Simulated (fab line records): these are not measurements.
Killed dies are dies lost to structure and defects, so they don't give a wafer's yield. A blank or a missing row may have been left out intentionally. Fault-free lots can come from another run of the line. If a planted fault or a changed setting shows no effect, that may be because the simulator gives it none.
A single fault, viewed from 2 desks -- flow nand-harc -- numbers are kept per desk, each desk with only its own; the story behind them comes last

== METROLOGY DESK ==
What the gauges read for every lot (on any tool): the sampled wafers with a number, averaged. If a lot's mean is further than 4 standard deviations from the usual mean, the lot is out of limits and carries the mark OUT (the distance appears in the brackets).
Columns: A = cd-nm at NHARC_P_GATE_CD_MEAS_26, usual 119.9 nm
lot,first seen here,A
L625,day 5 06:43,120.4
L626,day 5 09:59,120.1
L627,day 5 10:25,120.2
L628,day 6 01:22,118.8
L630,day 6 11:28,120.2
L629,day 6 11:55,119.7
L632,day 6 22:04,115.6 (-6.6) OUT
L633,day 7 04:02,120.8
L638,day 8 18:04,115.9 (-6.1) OUT
L641,day 9 04:47,120.4
L642,day 9 11:52,120.0
This desk finds L632, L638 out of limits, L632 being first, at day 6 22:04 (cd-nm at NHARC_P_GATE_CD_MEAS_26). Within limits: L625, L626, L627, L628, L630, L629, L633, L641, L642.

== TOOL OWNER'S DESK, arfi-scanner-01 ==
The tool's own readings at NHARC_P_GATE_EXPOSE_23 (exposes mask P GATE, target cd 120 nm): means of the sampled wafers that have a number, for each lot that ran on this tool. If a lot's mean is further than 4 standard deviations from the usual mean, the lot is out of limits and carries the mark OUT (the distance appears in the brackets).
Columns: A = exposure-dose-mJ-cm2 at NHARC_P_GATE_EXPOSE_23, usual 93.91; B = stage-vel-mm-s at NHARC_P_GATE_EXPOSE_23, usual 500.05 mm/s
lot,first seen here,A,B
L628,day 6 01:13,93.81,500.07
L629,day 6 11:47,93.78,500.10
L632,day 6 21:55,101.07 (+77) OUT,500.21
L638,day 8 17:55,101.12 (+78) OUT,500.14
This desk finds L632, L638 out of limits, L632 being first, at day 6 21:55 (exposure-dose-mJ-cm2 at NHARC_P_GATE_EXPOSE_23). Within limits: L628, L629.

== PUT TOGETHER ==
On L632, L638, at day 6 21:55, an alarm was possible from the tool owner's desk.
L632, L638 would have let the metrology desk raise an alarm at day 6 22:04.
Every lot named ran NHARC_P_GATE_EXPOSE_23 on arfi-scanner-01.

== WHAT THE SIMULATOR HAD INSERTED ==
Drift in process parameters on arfi-scanner-01 at NHARC_P_GATE_EXPOSE_23, starting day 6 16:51. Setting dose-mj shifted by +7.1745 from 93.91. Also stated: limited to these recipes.
Lots struck among those shown: L632, L638.
Time in hours from fault onset to the first out-of-limits reading at each desk: tool owner's desk 5, metrology desk 5.
